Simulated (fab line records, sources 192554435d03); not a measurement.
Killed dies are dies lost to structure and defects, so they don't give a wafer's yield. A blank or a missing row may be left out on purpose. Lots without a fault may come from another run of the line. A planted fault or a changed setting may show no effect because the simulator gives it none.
The tool behind it: which one? | flow n5_finfet | 72 wafers from 24 lots sampled at 6 of the route's 1938 steps

## WHAT THE GAUGES READ, wafer by wafer
N5_BEOL_M6_RS_MEAS_57: the measuring method here is four-point-probe.
lot  | measured     | on            | M6_RS (ohm/sq)
L074 | day 9 04:19  | film_metro-02 | 0.297 0.284 0.281
L076 | day 9 04:59  | film_metro-02 | 0.295 0.301 0.307
L075 | day 9 05:37  | film_metro-02 | 0.296 0.293 0.293
L077 | day 9 17:58  | film_metro-01 | 0.277 0.312 0.299
L078 | day 10 00:18 | film_metro-02 | 0.280 0.294 0.284
L080 | day 10 03:49 | film_metro-01 | 0.286 0.306 0.311
L079 | day 10 07:59 | film_metro-01 | 0.291 0.283 0.283
L081 | day 10 13:31 | film_metro-01 | 0.308 0.285 0.285
L082 | day 11 04:07 | film_metro-01 | 0.301 0.285 0.282
L083 | day 11 04:40 | film_metro-01 | 0.289 0.296 0.299
L084 | day 11 07:45 | film_metro-01 | 0.294 0.323 0.294
L085 | day 11 14:56 | film_metro-02 | 0.288 0.305 0.300
L086 | day 12 08:22 | film_metro-01 | 0.275 0.306 0.282
L087 | day 12 17:04 | film_metro-01 | 0.314 0.305 0.286
L089 | day 13 10:37 | film_metro-01 | 0.302 0.300 0.295
L088 | day 13 17:52 | film_metro-02 | 0.303 0.318 0.297
L090 | day 14 00:29 | film_metro-01 | 0.277 0.285 0.294
L091 | day 14 01:01 | film_metro-02 | 0.293 0.292 0.274
L092 | day 14 01:50 | film_metro-02 | 0.287 0.291 0.273
L093 | day 14 02:44 | film_metro-02 | 0.292 0.306 0.301
L094 | day 14 09:49 | film_metro-01 | 0.301 0.285 0.293
L095 | day 14 15:42 | film_metro-02 | 0.290 0.301 0.302
L097 | day 15 03:17 | film_metro-01 | 0.292 0.306 0.281
L096 | day 15 07:53 | film_metro-01 | 0.291 0.306 0.275

N5_BEOL_M7_OVL_MEAS_12.
lot  | measured     | on         | M7_OVL (nm)
L074 | day 9 07:45  | overlay-02 | -1.1 -0.6 -0.7
L076 | day 9 07:55  | overlay-02 | -0.4 1.0 0.0
L075 | day 9 08:31  | overlay-01 | -0.2 1.2 -0.5
L077 | day 9 20:47  | overlay-02 | 0.6 0.3 1.2
L078 | day 10 02:26 | overlay-02 | 0.4 1.5 1.1
L080 | day 10 05:52 | overlay-02 | 0.7 0.7 0.8
L079 | day 10 10:17 | overlay-02 | -0.1 0.4 0.5
L081 | day 10 14:44 | overlay-02 | 0.2 0.4 0.6
L082 | day 11 06:41 | overlay-02 | 0.4 -0.2 0.7
L083 | day 11 06:47 | overlay-02 | 0.8 1.2 0.0
L084 | day 11 10:19 | overlay-02 | 0.7 0.3 0.6
L085 | day 11 16:22 | overlay-01 | 0.1 -0.2 -0.5
L086 | day 12 10:22 | overlay-01 | 0.8 1.2 0.3
L087 | day 12 19:38 | overlay-01 | 1.4 0.9 1.1
L089 | day 13 15:47 | overlay-01 | 1.0 0.3 0.9
L088 | day 13 19:40 | overlay-01 | 1.1 -0.7 0.5
L090 | day 14 02:30 | overlay-01 | 0.8 -0.4 0.3
L091 | day 14 02:51 | overlay-01 | 2.1 2.2 0.9
L092 | day 14 03:17 | overlay-01 | 1.8 2.0 1.5
L093 | day 14 05:28 | overlay-02 | -0.1 -0.1 1.1
L094 | day 14 13:09 | overlay-02 | 1.0 0.5 0.8
L095 | day 14 17:52 | overlay-01 | -0.3 0.3 -1.1
L097 | day 15 05:06 | overlay-02 | 0.6 1.3 1.2
L096 | day 15 09:55 | overlay-01 | 0.6 -0.2 -0.1

## WHICH TOOL RAN EACH LOT (tool, then ch and the chambers of the sampled wafers, then the start)
lot  | N5_BEOL_M6_ETCH_41                            | N5_BEOL_M6_DEGAS_44          | N5_BEOL_M6_ALD_77                   | N5_BEOL_M7_CURE_74
L074 | rie_diel-01 ch 1,2, day 9 02:23 or earlier    | pvd_sputter-01, day 9 02:23  | ald_metal-01 ch 0,1,3, day 9 02:29  | uv_cure-03 ch 2, day 9 04:41
L076 | rie_diel-01 ch 0,1,2, day 9 02:28 or earlier  | pvd_sputter-02, day 9 02:28  | ald_metal-02 ch 1,2,3, day 9 02:35  | uv_cure-02 ch 0, day 9 05:11
L075 | rie_diel-03 ch 0,1, day 9 02:43 or earlier    | pvd_sputter-01, day 9 02:43  | ald_metal-02 ch 0,1,3, day 9 02:51  | uv_cure-02 ch 0, day 9 06:13
L077 | rie_diel-01 ch 0,2,3, day 9 16:06 or earlier  | pvd_sputter-02, day 9 16:06  | ald_metal-04 ch 2,3, day 9 16:16    | uv_cure-02 ch 2, day 9 18:14
L078 | rie_diel-01 ch 0,1,3, day 9 21:08 or earlier  | pvd_sputter-03, day 9 21:08  | ald_metal-02 ch 0,1,2, day 9 21:19  | uv_cure-03 ch 2, day 10 00:26
L080 | rie_diel-05 ch 0,1,2, day 10 01:59 or earlier | pvd_sputter-01, day 10 01:59 | ald_metal-02 ch 0,1, day 10 02:05   | uv_cure-03 ch 1, day 10 03:57
L079 | rie_diel-03 ch 0,1,2, day 10 05:41 or earlier | pvd_sputter-01, day 10 05:41 | ald_metal-01 ch 0,1,2, day 10 05:47 | uv_cure-02 ch 0, day 10 08:25
L081 | rie_diel-01 ch 0,2, day 10 11:56 or earlier   | pvd_sputter-02, day 10 11:56 | ald_metal-02 ch 0,1,3, day 10 12:02 | uv_cure-03 ch 1, day 10 13:43
L082 | rie_diel-03 ch 0,1,2, day 11 00:34 or earlier | pvd_sputter-03, day 11 00:34 | ald_metal-04 ch 1,3, day 11 00:50   | uv_cure-01 ch 2, day 11 04:14
L083 | rie_diel-03 ch 0,2,3, day 11 01:11 or earlier | pvd_sputter-02, day 11 01:11 | ald_metal-02 ch 0,1,2, day 11 01:31 | uv_cure-03 ch 0, day 11 04:57
L084 | rie_diel-05 ch 1,3, day 11 05:53 or earlier   | pvd_sputter-02, day 11 05:53 | ald_metal-04 ch 0,1, day 11 05:59   | uv_cure-03 ch 2, day 11 08:02
L085 | rie_diel-03 ch 0,2, day 11 13:02 or earlier   | pvd_sputter-02, day 11 13:02 | ald_metal-04 ch 1,2,3, day 11 13:08 | uv_cure-01 ch 1, day 11 15:04
L086 | rie_diel-01 ch 2,3, day 12 02:36 or earlier   | pvd_sputter-02, day 12 02:36 | ald_metal-04 ch 0,3, day 12 02:42   | uv_cure-01 ch 2, day 12 08:29
L087 | rie_diel-05 ch 0,1,2, day 12 11:13 or earlier | pvd_sputter-03, day 12 11:13 | ald_metal-01 ch 1,2, day 12 11:20   | uv_cure-03 ch 1, day 12 17:13
L089 | rie_diel-05 ch 1,2,3, day 13 05:50 or earlier | pvd_sputter-01, day 13 05:50 | ald_metal-02 ch 0,1, day 13 05:59   | uv_cure-03 ch 2, day 13 11:04
L088 | rie_diel-03 ch 0,2,3, day 13 15:46 or earlier | pvd_sputter-01, day 13 15:46 | ald_metal-02 ch 0,1,2, day 13 15:52 | uv_cure-02 ch 1, day 13 18:01
L090 | rie_diel-01 ch 1,2,3, day 13 19:25 or earlier | pvd_sputter-03, day 13 19:25 | ald_metal-04 ch 0,2, day 13 19:31   | uv_cure-03 ch 1, day 14 00:37
L091 | rie_diel-01 ch 1,2,3, day 13 19:54 or earlier | pvd_sputter-03, day 13 19:54 | ald_metal-04 ch 0,1, day 13 20:04   | uv_cure-01 ch 0, day 14 01:13
L092 | rie_diel-03 ch 1,2,3, day 13 23:10 or earlier | pvd_sputter-01, day 13 23:10 | ald_metal-02 ch 0,2,3, day 13 23:16 | uv_cure-01 ch 2, day 14 01:59
L093 | rie_diel-05 ch 0,1,3, day 13 23:25 or earlier | pvd_sputter-02, day 13 23:25 | ald_metal-04 ch 0,2,3, day 13 23:31 | uv_cure-02 ch 0, day 14 02:52
L094 | rie_diel-03 ch 0,2,3, day 14 07:28 or earlier | pvd_sputter-02, day 14 07:28 | ald_metal-02 ch 0,1,2, day 14 07:41 | uv_cure-01 ch 0, day 14 10:19
L095 | rie_diel-03 ch 0,2,3, day 14 13:40 or earlier | pvd_sputter-03, day 14 13:40 | ald_metal-01 ch 2,3, day 14 13:46   | uv_cure-03 ch 2, day 14 15:51
L097 | rie_diel-05 ch 0,3, day 15 01:20 or earlier   | pvd_sputter-03, day 15 01:20 | ald_metal-02 ch 1,2,3, day 15 01:29 | uv_cure-01 ch 0, day 15 03:35
L096 | rie_diel-01 ch 0,3, day 15 06:13 or earlier   | pvd_sputter-03, day 15 06:13 | ald_metal-02 ch 1,2,3, day 15 06:19 | uv_cure-03 ch 0, day 15 08:04
- N5_BEOL_M6_ETCH_41: etches SiCN in CH3F/O2, target depth 29.7 nm, time 52 s.
- N5_BEOL_M6_DEGAS_44: time 60 s.
- N5_BEOL_M6_ALD_77: deposits TaN, target thk 2 nm, pulse time 2 s, purge time 3 s.
- N5_BEOL_M7_CURE_74: cures SiCOH lowk, time 240 s.

## AS READ BY THE TOOLS THEMSELVES (means over the sampled wafers that have a number; for cases with no such wafer, the mark the record gives instead)
N5_BEOL_M6_ETCH_41.
lot  | tool        | drypump_motor_current_A (A) | oes_product_au (a.u.) | rf_vpp_V (V) | showerhead_plenum_p_Torr (Torr) | throttle_valve_pct (%)
L074 | rie_diel-01 | 5.8                         | 0.77                  | 299.0        | 2.08                            | 16.24
L076 | rie_diel-01 | 5.8                         | 0.77                  | 298.9        | 2.08                            | 16.24
L075 | rie_diel-03 | 5.3                         | 0.88                  | 299.0        | 2.09                            | 16.09
L077 | rie_diel-01 | 5.7                         | 0.82                  | 298.8        | 2.05                            | 16.07
L078 | rie_diel-01 | 5.9                         | 0.75                  | 297.5        | 2.02                            | 16.23
L080 | rie_diel-05 | 5.6                         | 0.69                  | 296.9        | 1.95                            | 16.41
L079 | rie_diel-03 | 5.1                         | 0.89                  | 297.9        | 2.03                            | 15.98
L081 | rie_diel-01 | 5.7                         | 0.82                  | 300.4        | 2.10                            | 16.09
L082 | rie_diel-03 | 5.1                         | 0.88                  | 297.3        | 2.02                            | 16.00
L083 | rie_diel-03 | 5.4                         | 0.85                  | 297.6        | 2.01                            | 16.21
L084 | rie_diel-05 | 5.0                         | 0.69                  | 297.8        | 2.03                            | 16.40
L085 | rie_diel-03 | 5.0                         | 0.87                  | 298.1        | 2.08                            | 16.10
L086 | rie_diel-01 | 5.6                         | 0.87                  | 298.2        | 2.06                            | 15.93
L087 | rie_diel-05 | 5.6                         | 0.68                  | 296.5        | 1.95                            | 16.46
L089 | rie_diel-05 | 5.5                         | 0.68                  | 297.0        | 1.97                            | 16.53
L088 | rie_diel-03 | 5.4                         | 0.81                  | 297.3        | 2.00                            | 16.24
L090 | rie_diel-01 | 5.7                         | 0.79                  | 298.7        | 2.03                            | 16.14
L091 | rie_diel-01 | 5.7                         | 0.79                  | 298.6        | 2.03                            | 16.13
L092 | rie_diel-03 | 5.5                         | 0.81                  | 296.0        | 1.93                            | 16.17
L093 | rie_diel-05 | 5.1                         | 0.67                  | 296.4        | 1.99                            | 16.37
L094 | rie_diel-03 | 5.5                         | 0.81                  | 297.1        | 2.00                            | 16.25
L095 | rie_diel-03 | 5.5                         | 0.80                  | 297.6        | 2.00                            | 16.27
L097 | rie_diel-05 | 4.9                         | 0.68                  | 298.0        | 2.02                            | 16.35
L096 | rie_diel-01 | 5.9                         | 0.89                  | 296.6        | 2.01                            | 16.02

N5_BEOL_M6_DEGAS_44.
lot  | tool           | heater_power_w (W)
L074 | pvd_sputter-01 | 377
L076 | pvd_sputter-02 | 361
L075 | pvd_sputter-01 | 423
L077 | pvd_sputter-02 | 378
L078 | pvd_sputter-03 | 364
L080 | pvd_sputter-01 | 394
L079 | pvd_sputter-01 | 372
L081 | pvd_sputter-02 | 345
L082 | pvd_sputter-03 | 360
L083 | pvd_sputter-02 | 319
L084 | pvd_sputter-02 | 393
L085 | pvd_sputter-02 | 383
L086 | pvd_sputter-02 | 377
L087 | pvd_sputter-03 | 369
L089 | pvd_sputter-01 | 413
L088 | pvd_sputter-01 | 375
L090 | pvd_sputter-03 | 346
L091 | pvd_sputter-03 | 381
L092 | pvd_sputter-01 | 390
L093 | pvd_sputter-02 | 357
L094 | pvd_sputter-02 | 347
L095 | pvd_sputter-03 | 345
L097 | pvd_sputter-03 | 378
L096 | pvd_sputter-03 | 342

N5_BEOL_M6_ALD_77.
lot  | tool         | heater_power_w (W)
L074 | ald_metal-01 | 402
L076 | ald_metal-02 | 471
L075 | ald_metal-02 | 463
L077 | ald_metal-04 | 443
L078 | ald_metal-02 | 479
L080 | ald_metal-02 | 482
L079 | ald_metal-01 | 422
L081 | ald_metal-02 | 465
L082 | ald_metal-04 | 439
L083 | ald_metal-02 | 481
L084 | ald_metal-04 | 377
L085 | ald_metal-04 | 432
L086 | ald_metal-04 | 385
L087 | ald_metal-01 | 456
L089 | ald_metal-02 | 467
L088 | ald_metal-02 | 475
L090 | ald_metal-04 | 415
L091 | ald_metal-04 | 372
L092 | ald_metal-02 | 463
L093 | ald_metal-04 | 414
L094 | ald_metal-02 | 473
L095 | ald_metal-01 | 453
L097 | ald_metal-02 | 476
L096 | ald_metal-02 | 469

N5_BEOL_M7_CURE_74.
lot  | tool       | lamp_power_pct (%) | wafer_temp_C_max
L074 | uv_cure-03 | 52.35              | 387.7
L076 | uv_cure-02 | 52.31              | 388.3
L075 | uv_cure-02 | 52.29              | 388.3
L077 | uv_cure-02 | 52.32              | 386.3
L078 | uv_cure-03 | 52.33              | 387.0
L080 | uv_cure-03 | 52.32              | 386.2
L079 | uv_cure-02 | 52.30              | 387.8
L081 | uv_cure-03 | 52.26              | 385.9
L082 | uv_cure-01 | 52.27              | 387.3
L083 | uv_cure-03 | 52.27              | 387.6
L084 | uv_cure-03 | 52.37              | 387.3
L085 | uv_cure-01 | 52.28              | 387.3
L086 | uv_cure-01 | 52.29              | 388.1
L087 | uv_cure-03 | 52.31              | 386.0
L089 | uv_cure-03 | 52.28              | 387.5
L088 | uv_cure-02 | 52.32              | 386.1
L090 | uv_cure-03 | 52.29              | 386.2
L091 | uv_cure-01 | 52.33              | 386.3
L092 | uv_cure-01 | 52.33              | 386.8
L093 | uv_cure-02 | 52.32              | 387.9
L094 | uv_cure-01 | 52.31              | 386.2
L095 | uv_cure-03 | 52.35              | 387.6
L097 | uv_cure-01 | 52.31              | 386.0
L096 | uv_cure-03 | 52.29              | 387.2

## THE ANSWER, worked out from the rows above alone
Rule: usual is defined by the lots themselves. Put in order of their means at a reading, lots are off if they are a third of the lots or fewer, leave a main group of 4 or more, and stand apart from it by a gap of 3 or more times the standard deviation of the main group's means; of several such gaps the widest counts. The tables above print the reading to a certain number of digits; a main group whose means all agree to those digits is not used. A lot without any number at a reading at which 4 lots or more have one is off too. Where the step has rows for the other lots, those lots are counted as sound. First the gauges in route order, then the tools' own readings, where a lot's mean is used as printed above. The first step at which some lot is off is used, and at that step the reading that is off furthest; a lot without a number counts as furthest.
No lot is off at any reading shown: from this, nothing can be told.

## WHAT THE SIMULATOR HAD INSERTED
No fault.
